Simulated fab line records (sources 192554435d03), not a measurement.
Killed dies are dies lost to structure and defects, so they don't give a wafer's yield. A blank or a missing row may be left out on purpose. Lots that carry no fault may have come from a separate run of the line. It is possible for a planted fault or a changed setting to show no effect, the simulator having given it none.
Matching of chambers / flow n5-finfet / 3 sister chambers for N5_BEOL_M6_DEP_56 on pecvd-03
The step deposits SiCN from 3MS/NH3, target thk 10 nm, time 17.5 s. 6 wafers are shown with their chamber, then 11 later ones without.

== WAFERS WITH THEIR CHAMBER ==
wafer=L091.2; chamber=0; throttle-valve-pct (%)=9.3; showerhead-plenum-p-Torr (Torr)=3.672
wafer=L091.3; chamber=1; throttle-valve-pct (%)=9.6; showerhead-plenum-p-Torr (Torr)=3.640
wafer=L092.1; chamber=1; throttle-valve-pct (%)=9.2; showerhead-plenum-p-Torr (Torr)=3.637
wafer=L092.2; chamber=0; throttle-valve-pct (%)=9.3; showerhead-plenum-p-Torr (Torr)=3.670
wafer=L092.5; chamber=2; throttle-valve-pct (%)=8.2; showerhead-plenum-p-Torr (Torr)=3.663
wafer=L094.1; chamber=2; throttle-valve-pct (%)=8.4; showerhead-plenum-p-Torr (Torr)=3.650

== WAFERS MISSING THEIR CHAMBER ==
wafer=L094.5; throttle-valve-pct (%)=9.3; showerhead-plenum-p-Torr (Torr)=3.659
wafer=L094.6; throttle-valve-pct (%)=9.3; showerhead-plenum-p-Torr (Torr)=3.627
wafer=L093.1; throttle-valve-pct (%)=8.9; showerhead-plenum-p-Torr (Torr)=3.650
wafer=L093.4; throttle-valve-pct (%)=8.5; showerhead-plenum-p-Torr (Torr)=3.655
wafer=L093.5; throttle-valve-pct (%)=9.4; showerhead-plenum-p-Torr (Torr)=3.631
wafer=L089.1; throttle-valve-pct (%)=9.5; showerhead-plenum-p-Torr (Torr)=3.640
wafer=L089.2; throttle-valve-pct (%)=8.4; showerhead-plenum-p-Torr (Torr)=3.655
wafer=L089.3; throttle-valve-pct (%)=9.4; showerhead-plenum-p-Torr (Torr)=3.644
wafer=L096.3; throttle-valve-pct (%)=8.6; showerhead-plenum-p-Torr (Torr)=3.647
wafer=L096.4; throttle-valve-pct (%)=8.6; showerhead-plenum-p-Torr (Torr)=3.656
wafer=L096.6; throttle-valve-pct (%)=9.5; showerhead-plenum-p-Torr (Torr)=3.667

== EACH ONE'S CHAMBER ==
wafer=L094.5; from the rows above=can't be placed: 0 or 1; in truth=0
wafer=L094.6; from the rows above=1; in truth=1
wafer=L093.1; from the rows above=can't be placed: 1 or 2 or 0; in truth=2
wafer=L093.4; from the rows above=2; in truth=2
wafer=L093.5; from the rows above=1; in truth=1
wafer=L089.1; from the rows above=1; in truth=1
wafer=L089.2; from the rows above=2; in truth=2
wafer=L089.3; from the rows above=1; in truth=1
wafer=L096.3; from the rows above=2; in truth=2
wafer=L096.4; from the rows above=2; in truth=2
wafer=L096.6; from the rows above=0; in truth=0
Correctly placed: 9 of 11. Cannot be placed on the basis of these rows: 2; the candidates contain the true chamber in 2. Wrongly placed: 0.
How it was worked out, from the rows above alone: a wafer's distance from a chamber is the root of the sum, over the readings, of the square of ((its reading less the chamber's mean) divided by the reading's scatter). The wafer belongs to the nearest chamber; if the next one is less than 2 further off, it can't be placed. Each chamber's mean is taken over the wafers shown for it. The scatter: take each reading less its chamber's mean, square it, sum over the shown wafers, divide by the number of wafers less the number of chambers, and take the root.
